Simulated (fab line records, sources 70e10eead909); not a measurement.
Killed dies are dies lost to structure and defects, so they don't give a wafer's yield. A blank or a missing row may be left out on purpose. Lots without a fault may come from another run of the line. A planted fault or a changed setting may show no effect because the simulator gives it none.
Which tool did it? | flow nand_harc | 12 lots, 36 wafers sampled, at 1 step of a route of 1302

WHAT THE GAUGES READ, wafer by wafer
NHARC_A_CONTACT_CD_MEAS_69: target cd 300 nm.
lot  | measured     | on        | cd_nm (nm)
L076 | day 22 22:22 | cd_sem-02 | 300.4 300.4 300.1
L077 | day 23 01:47 | cd_sem-03 | 300.8 300.4 300.5
L079 | day 23 17:14 | cd_sem-01 | 300.1 300.1 300.2
L082 | day 24 23:49 | cd_sem-01 | 301.4 299.6 299.6
L085 | day 25 22:13 | cd_sem-01 | 299.8 299.5 299.1
L083 | day 26 12:16 | cd_sem-03 | 300.4 300.0 300.2
L087 | day 27 05:29 | cd_sem-02 | 300.1 299.8 299.7
L091 | day 28 07:37 | cd_sem-03 | 299.6 300.2 299.4
L088 | day 28 13:21 | cd_sem-03 | 299.7 300.0 300.2
L093 | day 29 22:09 | cd_sem-02 | 299.2 299.0 300.3
L095 | day 30 13:56 | cd_sem-03 | 299.0 299.3 299.3
L097 | day 31 07:07 | cd_sem-01 | 299.7 299.7 299.1

WHICH TOOL RAN EACH LOT (tool, then ch and the chambers of the sampled wafers, then the start)
The record holds no process step before these readings.

THE ANSWER, worked out from the rows above alone
Rule: what is usual is taken from the lots themselves. Put in order of their means at a reading, lots are off if they are a third of the lots or fewer, leave a main group of 4 or more, and stand apart from it by a gap of 3 or more times the standard deviation of the main group's means; of several such gaps the widest counts. A main group whose means are all the same, to the digits that the tables above print for the reading, isn't used. A lot without any number at a reading at which 4 lots or more have one is off too. The other lots that the step has rows for count as sound.
No lot is off at any reading shown: from this, nothing can be told.

WHAT THE SIMULATOR HAD PUT IN
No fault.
